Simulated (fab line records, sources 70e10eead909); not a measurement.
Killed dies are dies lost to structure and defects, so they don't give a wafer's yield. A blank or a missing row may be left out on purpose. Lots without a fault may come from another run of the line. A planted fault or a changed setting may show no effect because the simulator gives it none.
One fault seen from 2 desks | flow nand_harc | each desk has only its own numbers; what lay behind them comes last

THE METROLOGY DESK
What the gauges read, lot by lot, whatever tool the lot ran on: means of the sampled wafers that have a number. A lot is out of limits, marked OUT, if its mean lies more than 4 standard deviations from the usual mean; the brackets give that distance.
Columns: A = thk_nm at NHARC_A_M0_THK_MEAS_24, usual 114.1 nm
lot  | first seen here | A
L292 | day 17 18:53    | 114.3
L290 | day 17 21:23    | 114.4
L294 | day 18 15:41    | 114.0
L295 | day 18 19:11    | 113.9
L297 | day 19 12:26    | 114.2
L298 | day 19 18:07    | 113.8
L299 | day 19 19:14    | 115.2
L301 | day 20 12:30    | 115.1
L302 | day 20 13:06    | 114.9
L305 | day 22 08:14    | 114.5
L306 | day 22 09:08    | 114.7
L308 | day 22 14:04    | 112.3
This desk's finding: nothing out of limits on any of the 12 lots.

THE DEFECT DESK
What the inspections along the route counted, lot by lot: means of the sampled wafers that have a number. A lot is out of limits, marked OUT, if its mean lies more than 4 standard deviations from the usual mean; the brackets give that distance.
Columns: A = raw_defect_count at NHARC_A_BLC_INSPECT_12, usual 30
lot  | first seen here | A
L292 | day 17 12:07    | 16
L290 | day 17 14:50    | 39
L294 | day 18 09:25    | 39
L295 | day 18 10:16    | 14
L297 | day 19 06:02    | 40
L298 | day 19 07:58    | 14
L299 | day 19 10:51    | 30
L301 | day 20 06:07    | 37
L302 | day 20 06:32    | 34
L305 | day 21 15:48    | 32
L306 | day 21 17:48    | 46
L308 | day 21 23:08    | 68
This desk's finding: nothing out of limits on any of the 12 lots.

PUT TOGETHER
The metrology desk saw nothing out of limits.
The defect desk saw nothing out of limits.

WHAT THE SIMULATOR HAD PUT IN
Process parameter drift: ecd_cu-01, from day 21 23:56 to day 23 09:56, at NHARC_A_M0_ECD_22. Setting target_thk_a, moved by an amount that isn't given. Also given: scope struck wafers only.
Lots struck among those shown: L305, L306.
